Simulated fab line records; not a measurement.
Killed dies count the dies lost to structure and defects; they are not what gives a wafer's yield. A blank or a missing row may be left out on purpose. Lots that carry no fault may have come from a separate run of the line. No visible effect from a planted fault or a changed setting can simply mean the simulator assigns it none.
A lot that was struck, set against a sound lot ; flow n5Finfet ; 15 out of 1938 route steps
Sound: these wafers, L131.2, L131.4, L131.5. Wafers struck: L142.1, L142.3, L142.6. The cause comes at the end.
Per side, at each step with rows, come the tool, then ch with its chambers, and then its first start. Under that, the readings that differ: sound wafers ; struck wafers ; difference of the means ; sigmas: that difference in standard deviations of wafers without a fault.
alike: a reading whose means differ by less than 2 such deviations, as well as words and numbers matching on both sides. not compared: withheld readings; readings where some wafer has no value; bounds like >300 that might hide an equal value; numbers whose values overlap and for which the record gives no deviation.
A row with sigmas, a row that says differs or no value, or rows on one side alone: a step with any of these is where the two part. Numbers that don't overlap but have no deviation are shown without sigmas and don't part them. A reading that every wafer of one side lacks parts them only if that side has two wafers or more.

first, 1 step without rows for these wafers: N5_BEOL_M13_HARDBAKE_14 (time 120 s).
N5_BEOL_M13_CD_MEAS_10: target cd 190 nm.
  sound on cdSem-03 ch 0, day 12 21:19; struck on cdSem-03 ch 0, day 15 16:06
reading;sound;struck;difference;sigmas
cdNm (nm);193.4 191.7 190.6;187.5 188.7 189.6;-3.3;-2
N5_BEOL_M13_OVL_MEAS_11:
  sound on overlay-02 ch 0, day 12 21:21; struck on overlay-01 ch 0, day 15 16:08
  alike: V12_OVL
N5_BEOL_M13_INSPECT_12: inspects for defects (macro).
  sound: defectInspect-01 at day 12 21:22; struck: defectInspect-01 at day 15 16:09
  alike: rawDefectCount
N5_BEOL_M13_DESCUM_15: chemistry O2, time 7.9 s.
  sound on rieDiel-06 ch 0,2,3, day 12 21:25; struck on rieDiel-02 ch 0,1,2, day 15 16:34
  alike: drypumpMotorCurrentA, oesProductAu, rfVppV, showerheadPlenumPTorr, throttleValvePct
  not compared: rfHoursCounterH
N5_BEOL_M13_ETCH_59: etches BARC in N2/H2, target depth 89 nm, overetch 26.7 nm, time 67.9 s.
  sound on rieDiel-06 ch 0,2,3, day 12 21:26; struck on rieDiel-02 ch 0,1,2, day 15 16:36
  alike: biasW, drypumpMotorCurrentA, oesProductAu, rfVppV, showerheadPlenumPTorr, throttleValvePct
  not compared: rfHoursCounterH
N5_BEOL_M13_VIA_ETCH_16: etches SiOC in C4F8/O2/Ar, target depth 921.7 nm.
  sound on rieDiel-06 ch 0,2,3, day 12 21:30; struck on rieDiel-02 ch 0,1,2, day 15 16:40
  alike: C4F8_flow_sccm, biasW, drypumpMotorCurrentA, heInnerTorr, oesProductAu, rfVppV, showerheadPlenumPTorr, throttleValvePct
N5_BEOL_M13_STRIP_63: strips in N2/H2.
  sound on plasmaAsher-02 ch 0, day 12 21:44; struck on plasmaAsher-02 ch 0, day 15 16:53
  alike: drypumpMotorCurrentA, heaterPowerW, oesProductAu, stripTimeToEndpointS
  not compared: rfHoursCounterH
N5_BEOL_M13_STRIP_64: strips in N2/H2.
  sound on plasmaAsher-02 ch 0, day 12 21:47; struck on plasmaAsher-02 ch 0, day 15 16:57
  alike: drypumpMotorCurrentA, heaterPowerW, oesProductAu, stripTimeToEndpointS
  not compared: rfHoursCounterH
then, 2 steps without rows for these wafers: N5_BEOL_M13_STRIP_71 (strips in post etch residue remover, time 60 s); N5_BEOL_M13_SRD_72 (time 30 s, dry time 30 s).
N5_BEOL_M13_CD_MEAS_17: target cd 190 nm.
  sound: cdSem-02 at day 12 21:56; struck: cdSem-03 at day 15 17:06
  alike: cdNm
N5_BEOL_M13_COAT_65: time 60 s, resist thk 350 nm.
  sound on lithoTrack-01 ch 0, day 12 21:58; struck on lithoTrack-01 ch 0, day 15 17:08
reading;sound;struck;difference;sigmas
spinSpeedRpm (rpm);1499.9 1499.6 1500.5;1380.2 1381.1 1379.6;-119.7;-99 or more
model.SOC_of_BEOL_M13_COAT_65.thkNm (nm);350.8 349.6 350.4;363.2 364.8 364.4;+13.9;
then, 2 steps without rows for these wafers: N5_BEOL_M13_COAT_66 (time 60 s, resist thk 110 nm); N5_PASSIVATION_PROBE_49.

WHERE THEY PART
Last at N5_BEOL_M13_COAT_65 as far as this record goes, first at N5_BEOL_M13_CD_MEAS_10.

WHY: the cause the simulator had injected
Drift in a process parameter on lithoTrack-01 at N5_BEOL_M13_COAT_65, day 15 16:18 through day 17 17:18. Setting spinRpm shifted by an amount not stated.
